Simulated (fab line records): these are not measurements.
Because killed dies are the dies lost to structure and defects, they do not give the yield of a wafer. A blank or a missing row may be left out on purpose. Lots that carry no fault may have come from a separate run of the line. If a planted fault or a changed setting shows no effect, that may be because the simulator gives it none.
fab line records | flow n5_finfet | part 1 of 2: steps 1 to 22 of 31
record lots=5 | wafers=15 | last_day=18
route steps=1938 shown BEOL_M13@1678
lots that met no fault: from a run of the same line without faults
start_h: hours from the record's first day to the start of the lot's first wafer shown | wait_h: time in hours since the lot's previous step | " repeats the value in the row above | L1.1+2: one row covering several wafers at once | - no value, or no start given | * or withheld: withheld | < > ~ a bound
route shown NAME@n: NAME is a module with steps in the file, n the number in the route of the first one | usual: mean/standard deviation of fault-free wafers | same: alike in all rows | chamber/n: place in a boat | sites: each site's reading | _std_site: their standard deviation | _edge_site: mean of outer sites minus mean of inner sites | radius_mm: how far each site lies from the wafer's centre | mask NAME#n: copy n | behind: the most recent tool/chamber to have shaped the wafer | hold: why the lot was held/for how many hours/how that ended | device: the transistor (n, p or np) that didn't switch | end of line: the route-end tests of the same wafers | a step without rows: its recipe alone | killed: dies that structure and defects cost at the first sort, which is not the same as the wafer's yield | map: dies across one wafer; x = killed, . = not, _ = none there
set.NAME: the setting the step ran with; set.NAME@STEP: the setting that earlier step ran with | model.NAME: the simulator's own value behind a step, which no gauge read
lots at some steps of the route; a table a step, a row a wafer
services: the hour from which a tool's chamber was out of use, counted from the record's first day as start_h (under 0 if before that day), plus the number of hours and why
## steps
# step N5_BEOL_M13_SRD_72
# recipe time_s=30 | temp_c=23 | rinse_liquid=diw | dry=n2_spin | spin_rpm=1500 | dry_time_s=30
lot.wafer  | tool         | chamber | start_h | wait_h
L078.1+2+3 | wet_bench-02 | 1,0,3   | 268.68  | 0.0
L087.1+4+6 | wet_bench-02 | 2,5,1   | 335.21  | 0.0
L093.1+2+4 | wet_bench-02 | 6,4,7   | 364.59  | 0.0
L096.3+5+6 | wet_bench-02 | 1,0,6   | 385.77  | 0.0
L095.1+3+5 | wet_bench-06 | 1,2,0   | 386.70  | 0.0
# step N5_BEOL_M13_CD_MEAS_17
# recipe target_cd_nm=190 | polarity=opening
# usual cd_nm=189.3/1.4
lot.wafer | tool      | chamber | start_h | wait_h | cd_nm
L078.1    | cd_sem-01 | -       | 268.72  | 0.0    | 188.0
L078.2    | "         | -       | "       | "      | 188.8
L078.3    | "         | -       | "       | "      | 189.0
L087.1    | cd_sem-02 | -       | 335.25  | 0.0    | 187.8
L087.4    | "         | -       | "       | "      | 191.6
L087.6    | "         | -       | "       | "      | 190.6
L093.1    | cd_sem-02 | -       | 364.63  | 0.0    | 189.5
L093.2    | "         | -       | "       | "      | 189.1
L093.4    | "         | -       | "       | "      | 189.1
L096.3    | cd_sem-01 | -       | 385.81  | 0.0    | 189.5
L096.5    | "         | -       | "       | "      | 190.1
L096.6    | "         | -       | "       | "      | 189.7
L095.1    | cd_sem-03 | -       | 386.74  | 0.0    | 189.5
L095.3    | "         | -       | "       | "      | 189.6
L095.5    | "         | -       | "       | "      | 191.6
# step N5_BEOL_M13_COAT_65
# recipe resist=SOC | temp_c=250 | time_s=60 | spin_rpm=1500 | resist_thk_nm=350
# usual plate_temp_C=250.00/0.15
lot.wafer | tool           | chamber | start_h | wait_h | plate_temp_C
L078.1    | litho_track-01 | 0       | 268.76  | 0.0    | 250.32
L078.2    | "              | 0       | "       | "      | 249.94
L078.3    | "              | 0       | "       | "      | 250.12
L087.1    | litho_track-04 | 0       | 335.29  | 0.0    | 249.96
L087.4    | "              | 0       | "       | "      | 249.80
L087.6    | "              | 0       | "       | "      | 250.12
L093.1    | litho_track-04 | 0       | 364.66  | 0.0    | 250.11
L093.2    | "              | 0       | "       | "      | 250.17
L093.4    | "              | 0       | "       | "      | 250.30
L096.3    | litho_track-03 | 0       | 385.85  | 0.0    | 250.11
L096.5    | "              | 0       | "       | "      | 250.09
L096.6    | "              | 0       | "       | "      | 249.98
L095.1    | litho_track-03 | 0       | 386.78  | 0.0    | 250.02
L095.3    | "              | 0       | "       | "      | 250.09
L095.5    | "              | 0       | "       | "      | 249.95
# step N5_BEOL_M13_COAT_66
# recipe resist=SiARC | temp_c=220 | time_s=60 | spin_rpm=1500 | resist_thk_nm=110
# usual plate_temp_C=220.04/0.15
lot.wafer | tool           | chamber | start_h | wait_h | plate_temp_C
L078.1    | litho_track-01 | 0       | -       | -      | 220.15
L078.2    | "              | 0       | "       | "      | 220.13
L078.3    | "              | 0       | "       | "      | 220.11
L087.1    | litho_track-04 | 0       | -       | -      | 220.16
L087.4    | "              | 0       | "       | "      | 219.97
L087.6    | "              | 0       | "       | "      | 219.53
L093.1    | litho_track-04 | 0       | -       | -      | 220.02
L093.2    | "              | 0       | "       | "      | 220.07
L093.4    | "              | 0       | "       | "      | 220.20
L096.3    | litho_track-03 | 0       | -       | -      | 220.04
L096.5    | "              | 0       | "       | "      | 220.07
L096.6    | "              | 0       | "       | "      | 220.07
L095.1    | litho_track-03 | 0       | -       | -      | 220.12
L095.3    | "              | 0       | "       | "      | 220.41
L095.5    | "              | 0       | "       | "      | 220.09
# step N5_BEOL_M13_COAT_22
# recipe spin_rpm=2888 | resist_thk_nm=300
lot.wafer  | tool           | chamber | start_h | wait_h
L078.1+2+3 | litho_track-01 | 0       | -       | -
L087.1+4+6 | litho_track-04 | 0       | -       | -
L093.1+2+4 | litho_track-04 | 0       | -       | -
L096.3+5+6 | litho_track-03 | 0       | -       | -
L095.1+3+5 | litho_track-03 | 0       | -       | -
# step N5_BEOL_M13_EBR_24
# recipe solvent=PGMEA | ebr_width_mm=1.5
lot.wafer  | tool           | chamber | start_h | wait_h
L078.1+2+3 | litho_track-01 | 0       | -       | -
L087.1+4+6 | litho_track-04 | 0       | -       | -
L093.1+2+4 | litho_track-04 | 0       | -       | -
L096.3+5+6 | litho_track-03 | 0       | -       | -
L095.1+3+5 | litho_track-03 | 0       | -       | -
# step N5_BEOL_M13_SOFTBAKE_23
# recipe temp_c=130 | time_s=60
# usual plate_temp_C=129.98/0.11
lot.wafer | tool           | chamber | start_h | wait_h | plate_temp_C
L078.1    | litho_track-01 | 0       | -       | -      | 130.03
L078.2    | "              | 0       | "       | "      | 129.91
L078.3    | "              | 0       | "       | "      | 130.02
L087.1    | litho_track-04 | 0       | -       | -      | 130.17
L087.4    | "              | 0       | "       | "      | 130.18
L087.6    | "              | 0       | "       | "      | 130.03
L093.1    | litho_track-04 | 0       | -       | -      | 130.02
L093.2    | "              | 0       | "       | "      | 130.06
L093.4    | "              | 0       | "       | "      | 130.09
L096.3    | litho_track-03 | 0       | -       | -      | 130.09
L096.5    | "              | 0       | "       | "      | 129.87
L096.6    | "              | 0       | "       | "      | 130.17
L095.1    | litho_track-03 | 0       | -       | -      | 129.77
L095.3    | "              | 0       | "       | "      | 130.09
L095.5    | "              | 0       | "       | "      | 129.86
# step N5_BEOL_M13_EXPOSE_25
# recipe mask_id=M13 | na=0.93 | source_shape=conventional | sigma_outer=0.4 | polarization=unpolarized | target_cd_nm=210 | dose_mj=22
# usual reticle_temp_C=23.01/0.098
lot.wafer | tool           | chamber | start_h | wait_h | mask  | reticle_temp_C
L078.1    | krf_scanner-01 | 0       | 268.88  | -      | M13#0 | 22.98
L078.2    | "              | 0       | "       | "      | M13#0 | 23.01
L078.3    | "              | 0       | "       | "      | M13#0 | 23.09
L087.1    | krf_scanner-01 | 0       | 335.53  | -      | M13#0 | 23.05
L087.4    | "              | 0       | "       | "      | M13#0 | 23.01
L087.6    | "              | 0       | "       | "      | M13#0 | 23.04
L093.1    | krf_scanner-02 | 0       | 364.78  | -      | M13#0 | 22.92
L093.2    | "              | 0       | "       | "      | M13#0 | 23.12
L093.4    | "              | 0       | "       | "      | M13#0 | 23.07
L096.3    | krf_scanner-01 | 0       | 386.11  | -      | M13#0 | 22.96
L096.5    | "              | 0       | "       | "      | M13#0 | 22.99
L096.6    | "              | 0       | "       | "      | M13#0 | 23.01
L095.1    | krf_scanner-02 | 0       | 387.02  | -      | M13#0 | 23.02
L095.3    | "              | 0       | "       | "      | M13#0 | 23.09
L095.5    | "              | 0       | "       | "      | M13#0 | 22.94
# step N5_BEOL_M13_PEB_26
# recipe peb_temp_c=130 | peb_time_s=90
# usual plate_temp_C=130.02/0.13
lot.wafer | tool           | chamber | start_h | wait_h | plate_temp_C
L078.1    | litho_track-03 | 0       | 268.93  | 0.1    | 129.85
L078.2    | "              | 0       | "       | "      | 129.82
L078.3    | "              | 0       | "       | "      | 129.75
L087.1    | litho_track-01 | 0       | 335.59  | 0.1    | 130.10
L087.4    | "              | 0       | "       | "      | 130.13
L087.6    | "              | 0       | "       | "      | 130.08
L093.1    | litho_track-04 | 0       | 364.84  | 0.1    | 129.88
L093.2    | "              | 0       | "       | "      | 130.06
L093.4    | "              | 0       | "       | "      | 130.14
L096.3    | litho_track-03 | 0       | 386.15  | 0.0    | 130.09
L096.5    | "              | 0       | "       | "      | 130.03
L096.6    | "              | 0       | "       | "      | 130.05
L095.1    | litho_track-01 | 0       | 387.08  | 0.1    | 130.20
L095.3    | "              | 0       | "       | "      | 130.13
L095.5    | "              | 0       | "       | "      | 130.17
# step N5_BEOL_M13_DEVELOP_27
# recipe develop_time_s=45 | rinse_liquid=diw | dry=air_spin | dev_temp_c=21
# usual developer_temp_C=21.03/0.098
lot.wafer | tool           | chamber | start_h | wait_h | developer_temp_C
L078.1    | litho_track-03 | 0       | -       | -      | 20.96
L078.2    | "              | 0       | "       | "      | 21.19
L078.3    | "              | 0       | "       | "      | 21.03
L087.1    | litho_track-01 | 0       | -       | -      | 20.91
L087.4    | "              | 0       | "       | "      | 21.03
L087.6    | "              | 0       | "       | "      | 21.02
L093.1    | litho_track-04 | 0       | -       | -      | 21.02
L093.2    | "              | 0       | "       | "      | 20.95
L093.4    | "              | 0       | "       | "      | 21.05
L096.3    | litho_track-03 | 0       | -       | -      | 21.09
L096.5    | "              | 0       | "       | "      | 20.99
L096.6    | "              | 0       | "       | "      | 20.98
L095.1    | litho_track-01 | 0       | -       | -      | 20.98
L095.3    | "              | 0       | "       | "      | 20.94
L095.5    | "              | 0       | "       | "      | 21.05
# step N5_BEOL_M13_HARDBAKE_32
# recipe temp_c=130 | time_s=120
# usual plate_temp_C=130.03/0.14
lot.wafer | tool           | chamber | start_h | wait_h | plate_temp_C
L078.1    | litho_track-03 | 0       | -       | -      | 129.73
L078.2    | "              | 0       | "       | "      | 129.86
L078.3    | "              | 0       | "       | "      | 130.16
L087.1    | litho_track-01 | 0       | -       | -      | 129.84
L087.4    | "              | 0       | "       | "      | 129.85
L087.6    | "              | 0       | "       | "      | 129.99
L093.1    | litho_track-04 | 0       | -       | -      | 129.88
L093.2    | "              | 0       | "       | "      | 129.84
L093.4    | "              | 0       | "       | "      | 129.92
L096.3    | litho_track-03 | 0       | -       | -      | 130.19
L096.5    | "              | 0       | "       | "      | 130.12
L096.6    | "              | 0       | "       | "      | 130.02
L095.1    | litho_track-01 | 0       | -       | -      | 130.04
L095.3    | "              | 0       | "       | "      | 129.89
L095.5    | "              | 0       | "       | "      | 130.28
# step N5_BEOL_M13_CD_MEAS_28
# recipe target_cd_nm=209.5 | landing_energy_ev=500 | detector=se_inlens
# usual cd_nm=210.4/0.83
lot.wafer | tool      | chamber | start_h | wait_h | cd_nm
L078.1    | cd_sem-02 | 0       | 269.05  | -      | 210.3
L078.2    | "         | 0       | "       | "      | 209.5
L078.3    | "         | 0       | "       | "      | 209.2
L087.1    | cd_sem-03 | 0       | 335.70  | -      | 211.0
L087.4    | "         | 0       | "       | "      | 210.0
L087.6    | "         | 0       | "       | "      | 211.5
L093.1    | cd_sem-01 | 0       | 364.95  | -      | 211.7
L093.2    | "         | 0       | "       | "      | 210.7
L093.4    | "         | 0       | "       | "      | 211.5
L096.3    | cd_sem-01 | 0       | 386.27  | -      | 210.2
L096.5    | "         | 0       | "       | "      | 210.6
L096.6    | "         | 0       | "       | "      | 209.1
L095.1    | cd_sem-03 | 0       | 387.19  | -      | 208.5
L095.3    | "         | 0       | "       | "      | 208.5
L095.5    | "         | 0       | "       | "      | 208.5
# step N5_BEOL_M13_OVL_MEAS_29
# recipe points_per_wafer=44
# usual M13_OVL=2/5.5
lot.wafer | tool       | chamber | start_h | wait_h | M13_OVL[nm]
L078.1    | overlay-01 | 0       | 269.08  | 0.0    | 3
L078.2    | "          | 0       | "       | "      | -5
L078.3    | "          | 0       | "       | "      | 1
L087.1    | overlay-02 | 0       | 335.73  | 0.0    | -6
L087.4    | "          | 0       | "       | "      | -2
L087.6    | "          | 0       | "       | "      | -4
L093.1    | overlay-02 | 0       | 364.98  | 0.0    | 8
L093.2    | "          | 0       | "       | "      | 11
L093.4    | "          | 0       | "       | "      | 10
L096.3    | overlay-01 | 0       | 386.30  | 0.0    | 2
L096.5    | "          | 0       | "       | "      | 3
L096.6    | "          | 0       | "       | "      | 0
L095.1    | overlay-02 | 0       | 387.22  | 0.0    | 3
L095.3    | "          | 0       | "       | "      | -3
L095.5    | "          | 0       | "       | "      | -3
# step N5_BEOL_M13_INSPECT_30
# recipe mode=adi | inspect_instrument=macro
# usual raw_defect_count=1.9/1.6
lot.wafer | tool              | chamber | start_h | wait_h | raw_defect_count
L078.1    | defect_inspect-02 | -       | 269.10  | 0.0    | 1
L078.2    | "                 | -       | "       | "      | 2
L078.3    | "                 | -       | "       | "      | 5
L087.1    | defect_inspect-02 | -       | 335.76  | 0.0    | 0
L087.4    | "                 | -       | "       | "      | 4
L087.6    | "                 | -       | "       | "      | 2
L093.1    | defect_inspect-01 | -       | 365.01  | 0.0    | 0
L093.2    | "                 | -       | "       | "      | 4
L093.4    | "                 | -       | "       | "      | 3
L096.3    | defect_inspect-01 | -       | 386.32  | 0.0    | 2
L096.5    | "                 | -       | "       | "      | 3
L096.6    | "                 | -       | "       | "      | 1
L095.1    | defect_inspect-02 | -       | 387.24  | 0.0    | 0
L095.3    | "                 | -       | "       | "      | 2
L095.5    | "                 | -       | "       | "      | 0
# step N5_BEOL_M13_DESCUM_33
# recipe chemistry=O2 | time_s=7.9 | source_power_w=50 | bias_power_w=20 | pressure_mtorr=20 | rf_frequency_hz=2.712e+07 | temp_c=40 | o2_flow_sccm=225
# usual drypump_motor_current_A=5.9/0.33 | oes_product_au=0.81/0.084 | rf_vpp_V=243.4/0.98 | showerhead_plenum_p_Torr=2.10/0.039 | throttle_valve_pct=20.39/0.24
lot.wafer | tool        | chamber | start_h | wait_h | drypump_motor_current_A | oes_product_au | rf_hours_counter_h | rf_vpp_V | showerhead_plenum_p_Torr | throttle_valve_pct
L078.1    | rie_diel-05 | 1       | 269.14  | 0.0    | 5.9                     | 0.85           | 62                 | 243.5    | 2.12                     | 20.07
L078.2    | "           | 0       | "       | "      | 6.1                     | 0.84           | 68                 | 244.9    | 2.13                     | 20.62
L078.3    | "           | 3       | "       | "      | 6.0                     | 0.69           | 247                | 244.1    | 2.15                     | 20.48
L087.1    | rie_diel-05 | 1       | 335.80  | 0.0    | 5.9                     | 0.83           | 81                 | 242.2    | 2.11                     | 20.12
L087.4    | "           | 0       | "       | "      | 6.0                     | 0.82           | 88                 | 243.7    | 2.12                     | 20.65
L087.6    | "           | 2       | "       | "      | 5.5                     | 0.78           | -                  | 242.7    | 2.11                     | 20.45
L093.1    | rie_diel-05 | 3       | 365.04  | 0.0    | 6.0                     | 0.89           | 18                 | 244.3    | 2.14                     | 20.14
L093.2    | "           | 1       | "       | "      | 5.8                     | 0.81           | 90                 | 242.9    | 2.11                     | 20.12
L093.4    | "           | 0       | "       | "      | 6.1                     | 0.80           | 96                 | 243.2    | 2.12                     | 20.66
L096.3    | rie_diel-02 | 2       | 386.35  | 0.0    | 6.3                     | 0.85           | 67                 | 243.0    | 2.12                     | 20.51
L096.5    | "           | 0       | "       | "      | 5.4                     | 0.75           | -                  | 244.8    | 2.09                     | 20.42
L096.6    | "           | 3       | "       | "      | 5.6                     | 0.69           | -                  | 243.3    | 2.07                     | 20.25
L095.1    | rie_diel-01 | 1       | 387.28  | 0.0    | 5.9                     | 0.88           | 39                 | 243.5    | 2.04                     | 20.14
L095.3    | "           | 2       | "       | "      | 5.5                     | 0.93           | 24                 | 243.9    | 2.14                     | 20.44
L095.5    | "           | 0       | "       | "      | 6.3                     | 0.87           | -                  | 243.9    | 2.13                     | 20.07
# step N5_BEOL_M13_ETCH_67
# recipe chemistry=CF4 | target=SiARC | target_depth_a=1430 | time_s=238.3 | ion_energy_ev=80 | pressure_mtorr=40 | source_w=545 | bias_w=36 | Ar_flow_sccm=100 | cf4_flow_sccm=100 | ends=cleared
# usual bias_w=36.01/0.11 | drypump_motor_current_A=5.9/0.33 | etch_rf_on_time_s=236/3.7 | oes_product_au=0.69/0.072 | rf_vpp_V=184.1/0.92 | showerhead_plenum_p_Torr=2.15/0.034 | throttle_valve_pct=15.57/0.25
lot.wafer | tool        | chamber | start_h | wait_h | bias_w | drypump_motor_current_A | etch_rf_on_time_s | oes_product_au | rf_hours_counter_h | rf_vpp_V | showerhead_plenum_p_Torr | throttle_valve_pct
L078.1    | rie_diel-05 | 1       | 269.17  | 0.0    | 36.06  | 5.9                     | 237               | 0.73           | 62                 | 184.2    | 2.17                     | 15.29
L078.2    | "           | 0       | "       | "      | 35.99  | 6.1                     | 231               | 0.73           | 68                 | 184.4    | 2.17                     | 15.71
L078.3    | "           | 3       | "       | "      | 35.98  | 6.0                     | 239               | 0.58           | 247                | 184.6    | 2.19                     | 15.68
L087.1    | rie_diel-05 | 1       | 335.84  | 0.0    | 36.06  | 5.9                     | 234               | 0.72           | 81                 | 184.2    | 2.17                     | 15.33
L087.4    | "           | 0       | "       | "      | 35.98  | 6.2                     | 229               | 0.71           | 88                 | 185.2    | 2.16                     | 15.75
L087.6    | "           | 2       | "       | "      | 35.91  | 5.5                     | 236               | 0.67           | -                  | 184.9    | 2.15                     | 15.53
L093.1    | rie_diel-05 | 3       | 365.08  | 0.0    | 36.00  | 6.0                     | 236               | 0.77           | 18                 | 185.0    | 2.18                     | 15.22
L093.2    | "           | 1       | "       | "      | 36.12  | 5.9                     | 237               | 0.70           | 90                 | 184.4    | 2.16                     | 15.33
L093.4    | "           | 0       | "       | "      | 36.29  | 6.1                     | 232               | 0.70           | 97                 | 183.0    | 2.16                     | 15.76
L096.3    | rie_diel-02 | 2       | 386.39  | 0.0    | 35.84  | 6.3                     | 230               | 0.73           | 67                 | 184.8    | 2.17                     | 15.70
L096.5    | "           | 0       | "       | "      | 35.92  | 5.4                     | 238               | 0.63           | -                  | 184.0    | 2.15                     | 15.68
L096.6    | "           | 3       | "       | "      | 36.15  | 5.6                     | 239               | 0.60           | -                  | 184.1    | 2.13                     | 15.54
L095.1    | rie_diel-01 | 1       | 387.31  | 0.0    | 35.95  | 5.9                     | 233               | 0.75           | 40                 | 182.4    | 2.10                     | 15.36
L095.3    | "           | 2       | "       | "      | 35.97  | 5.5                     | 233               | 0.81           | 24                 | 183.6    | 2.19                     | 15.56
L095.5    | "           | 0       | "       | "      | 36.04  | 6.3                     | 239               | 0.73           | -                  | 184.3    | 2.18                     | 15.20
# step N5_BEOL_M13_ETCH_68
# recipe chemistry=N2/H2 | target=SOC | mask_material=SiARC | source_w=3000 | bias_w=350 | temp_c=40 | time_s=355 | ion_energy_ev=200 | pressure_mtorr=30 | n2_flow_sccm=200 | h2_flow_sccm=200
# usual bias_w=350.0/1.1 | drypump_motor_current_A=5.9/0.33 | h2_flow_sccm=200.0/0.53 | oes_product_au=0.81/0.084 | rf_vpp_V=524.3/1.5 | showerhead_plenum_p_Torr=2.55/0.044 | throttle_valve_pct=17.73/0.27
lot.wafer | tool        | chamber | start_h | wait_h | bias_w | drypump_motor_current_A | h2_flow_sccm | oes_product_au | rf_hours_counter_h | rf_vpp_V | showerhead_plenum_p_Torr | throttle_valve_pct
L078.1    | rie_diel-05 | 1       | 269.32  | 0.1    | 349.4  | 5.9                     | 199.5        | 0.84           | 62                 | 526.3    | 2.57                     | 17.35
L078.2    | "           | 0       | "       | "      | 352.1  | 6.2                     | 198.9        | 0.84           | 68                 | 525.9    | 2.58                     | 17.89
L078.3    | "           | 3       | "       | "      | 350.4  | 6.0                     | 201.4        | 0.69           | 247                | 525.3    | 2.62                     | 17.87
L087.1    | rie_diel-05 | 1       | 335.98  | 0.1    | 349.7  | 5.9                     | 199.9        | 0.83           | 81                 | 524.1    | 2.56                     | 17.41
L087.4    | "           | 0       | "       | "      | 348.3  | 6.1                     | 201.1        | 0.82           | 88                 | 524.9    | 2.57                     | 17.95
L087.6    | "           | 2       | "       | "      | 349.4  | 5.5                     | 199.6        | 0.77           | -                  | 526.8    | 2.57                     | 17.74
L093.1    | rie_diel-05 | 3       | 365.22  | 0.1    | 350.2  | 6.0                     | 199.6        | 0.90           | 19                 | 525.5    | 2.61                     | 17.50
L093.2    | "           | 1       | "       | "      | 350.2  | 5.9                     | 199.0        | 0.82           | 90                 | 524.8    | 2.56                     | 17.41
L093.4    | "           | 0       | "       | "      | 350.5  | 6.1                     | 199.5        | 0.81           | 97                 | 525.0    | 2.57                     | 17.94
L096.3    | rie_diel-02 | 2       | 386.53  | 0.1    | 348.6  | 6.3                     | 200.0        | 0.86           | 68                 | 525.4    | 2.57                     | 17.75
L096.5    | "           | 0       | "       | "      | 350.8  | 5.4                     | 200.5        | 0.75           | -                  | 526.2    | 2.55                     | 17.85
L096.6    | "           | 3       | "       | "      | 349.4  | 5.7                     | 200.5        | 0.70           | -                  | 523.1    | 2.52                     | 17.68
L095.1    | rie_diel-01 | 1       | 387.46  | 0.1    | 349.9  | 5.9                     | 199.7        | 0.88           | 40                 | 520.9    | 2.49                     | 17.49
L095.3    | "           | 2       | "       | "      | 351.7  | 5.5                     | 199.9        | 0.93           | 24                 | 526.8    | 2.60                     | 17.75
L095.5    | "           | 0       | "       | "      | 349.7  | 6.3                     | 201.0        | 0.87           | -                  | 524.8    | 2.58                     | 17.32
# step N5_BEOL_M13_STRIP_69
# recipe chemistry=N2/H2 | temp_c=40 | n2_flow_sccm=200 | h2_flow_sccm=200 | rf_frequency_hz=6e+07
lot.wafer  | tool        | chamber | start_h | wait_h
L078.1+2+3 | rie_diel-05 | 1,0,3   | 269.53  | 0.1
L087.1+4+6 | rie_diel-05 | 1,0,2   | 336.19  | 0.1
L093.1+2+4 | rie_diel-05 | 3,1,0   | 365.43  | 0.1
L096.3+5+6 | rie_diel-02 | 2,0,3   | 386.75  | 0.1
L095.1+3+5 | rie_diel-01 | 1,2,0   | 387.67  | 0.1
# step N5_BEOL_M13_TRENCH_ETCH_34
# recipe chemistry=C4F8/O2/Ar | target=SiOC | target_depth_a=4134.7 | mask_material=SOC | pressure_mtorr=30 | source_w=3000 | bias_w=700 | Ar_flow_sccm=400 | C4F8_flow_sccm=15 | O2_flow_sccm=8 | he_inner_torr=15 | he_outer_torr=30 | time_s=162.6 | ion_energy_ev=250
# usual bias_w=700.0/2 | drypump_motor_current_A=5.9/0.33 | he_outer_torr=29.99/0.063 | oes_product_au=0.81/0.083 | rf_vpp_V=665.8/1.6 | showerhead_plenum_p_Torr=3.43/0.057 | throttle_valve_pct=24.16/0.24
lot.wafer | tool        | chamber | start_h | wait_h | bias_w | drypump_motor_current_A | he_outer_torr | oes_product_au | rf_hours_counter_h | rf_vpp_V | showerhead_plenum_p_Torr | throttle_valve_pct
L078.1    | rie_diel-05 | 1       | 269.54  | 0.0    | 698.8  | 5.9                     | 29.98         | 0.84           | 62                 | 664.9    | 3.46                     | 23.89
L078.2    | "           | 0       | "       | "      | 699.3  | 6.1                     | 30.06         | 0.84           | 69                 | 665.8    | 3.46                     | 24.39
L078.3    | "           | 3       | "       | "      | 702.7  | 6.0                     | 29.91         | 0.68           | 247                | 666.3    | 3.51                     | 24.19
L087.1    | rie_diel-05 | 1       | 336.20  | 0.0    | 697.8  | 5.9                     | 29.92         | 0.83           | 81                 | 666.2    | 3.45                     | 23.91
L087.4    | "           | 0       | "       | "      | 699.8  | 6.1                     | 30.04         | 0.81           | 88                 | 667.3    | 3.45                     | 24.42
L087.6    | "           | 2       | "       | "      | 698.3  | 5.5                     | 29.98         | 0.78           | -                  | 666.9    | 3.43                     | 24.14
L093.1    | rie_diel-05 | 3       | 365.44  | 0.0    | 697.5  | 6.0                     | 29.99         | 0.90           | 19                 | 668.0    | 3.49                     | 23.91
L093.2    | "           | 1       | "       | "      | 700.1  | 5.9                     | 30.02         | 0.81           | 91                 | 665.1    | 3.45                     | 23.90
L093.4    | "           | 0       | "       | "      | 699.3  | 6.1                     | 29.98         | 0.80           | 97                 | 665.5    | 3.45                     | 24.42
L096.3    | rie_diel-02 | 2       | 386.76  | 0.0    | 697.8  | 6.3                     | 29.98         | 0.85           | 68                 | 667.1    | 3.46                     | 24.36
L096.5    | "           | 0       | "       | "      | 697.5  | 5.4                     | 29.86         | 0.74           | -                  | 663.7    | 3.42                     | 24.25
L096.6    | "           | 3       | "       | "      | 700.6  | 5.7                     | 30.00         | 0.70           | -                  | 664.3    | 3.39                     | 24.02
L095.1    | rie_diel-01 | 1       | 387.68  | 0.0    | 699.2  | 5.9                     | 30.02         | 0.87           | 40                 | 662.6    | 3.35                     | 23.99
L095.3    | "           | 2       | "       | "      | 698.1  | 5.5                     | 29.93         | 0.92           | 24                 | 665.8    | 3.47                     | 24.18
L095.5    | "           | 0       | "       | "      | 699.7  | 6.3                     | 29.94         | 0.86           | -                  | 666.6    | 3.46                     | 23.77
# step N5_BEOL_M13_STRIP_70
# recipe chemistry=C4F8/O2/Ar | resist=SiARC | rf_frequency_hz=6e+07
lot.wafer  | tool        | chamber | start_h | wait_h
L078.1+2+3 | rie_diel-05 | 1,0,3   | 269.67  | 0.1
L087.1+4+6 | rie_diel-05 | 1,0,2   | 336.34  | 0.1
L093.1+2+4 | rie_diel-05 | 3,1,0   | 365.58  | 0.1
L096.3+5+6 | rie_diel-02 | 2,0,3   | 386.89  | 0.1
L095.1+3+5 | rie_diel-01 | 1,2,0   | 387.82  | 0.1
# step N5_BEOL_M13_OCD_MEAS_35
# usual trench_depth_nm=415/5.2
lot.wafer | tool   | chamber | start_h | wait_h | trench_depth_nm
L078.1    | ocd-01 | -       | 269.71  | 0.0    | 411
L078.2    | "      | -       | "       | "      | 416
L078.3    | "      | -       | "       | "      | 407
L087.1    | ocd-02 | -       | 336.38  | 0.0    | 418
L087.4    | "      | -       | "       | "      | 419
L087.6    | "      | -       | "       | "      | 422
L093.1    | ocd-01 | -       | 365.62  | 0.0    | 413
L093.2    | "      | -       | "       | "      | 412
L093.4    | "      | -       | "       | "      | 413
L096.3    | ocd-01 | -       | 386.93  | 0.0    | 424
L096.5    | "      | -       | "       | "      | 418
L096.6    | "      | -       | "       | "      | 408
L095.1    | ocd-02 | -       | 387.86  | 0.0    | 415
L095.3    | "      | -       | "       | "      | 417
L095.5    | "      | -       | "       | "      | 412
# step N5_BEOL_M13_STRIP_37
# recipe chemistry=N2/H2 | power_w=1000 | temp_c=250 | h2_frac=0.65 | overash_fraction=0.3 | pressure_mtorr=withheld | n2_flow_sccm=1750 | h2_flow_sccm=3250
# usual drypump_motor_current_A=5.7/0.62 | h2_flow_sccm=3252/9.9 | heater_power_w=345/28 | oes_product_au=0.785/0.011
lot.wafer | tool            | chamber | start_h | wait_h | drypump_motor_current_A | h2_flow_sccm | heater_power_w | oes_product_au | rf_hours_counter_h
L078.1    | plasma_asher-02 | 1       | 269.75  | 0.0    | 4.9                     | 3255         | 389            | 0.790          | 70
L078.2    | "               | 0       | "       | "      | 5.7                     | 3251         | 329            | 0.774          | 70
L078.3    | "               | 0       | "       | "      | 5.8                     | 3237         | 318            | 0.792          | -
L087.1    | plasma_asher-02 | 0       | 336.42  | 0.0    | 5.8                     | 3260         | 329            | 0.796          | 83
L087.4    | "               | 1       | "       | "      | 4.9                     | 3252         | 384            | 0.795          | -
L087.6    | "               | 0       | "       | "      | 5.7                     | 3271         | 323            | 0.778          | -
L093.1    | plasma_asher-02 | 0       | 365.66  | 0.0    | 5.7                     | 3233         | 325            | 0.777          | 88
L093.2    | "               | 1       | "       | "      | 4.9                     | 3260         | 391            | 0.778          | 88
L093.4    | "               | 1       | "       | "      | 4.9                     | 3253         | 386            | 0.776          | -
L096.3    | plasma_asher-01 | 1       | 386.99  | 0.1    | 6.6                     | 3257         | 328            | 0.766          | -
L096.5    | "               | 1       | "       | "      | 6.6                     | 3247         | 325            | 0.771          | -
L096.6    | "               | 0       | "       | "      | 6.1                     | 3250         | 323            | 0.804          | -
L095.1    | plasma_asher-01 | 0       | 387.90  | 0.0    | 6.1                     | 3258         | 324            | 0.778          | 156
L095.3    | "               | 1       | "       | "      | 6.6                     | 3243         | 331            | 0.780          | -
L095.5    | "               | 1       | "       | "      | 6.6                     | 3237         | 337            | 0.779          | -
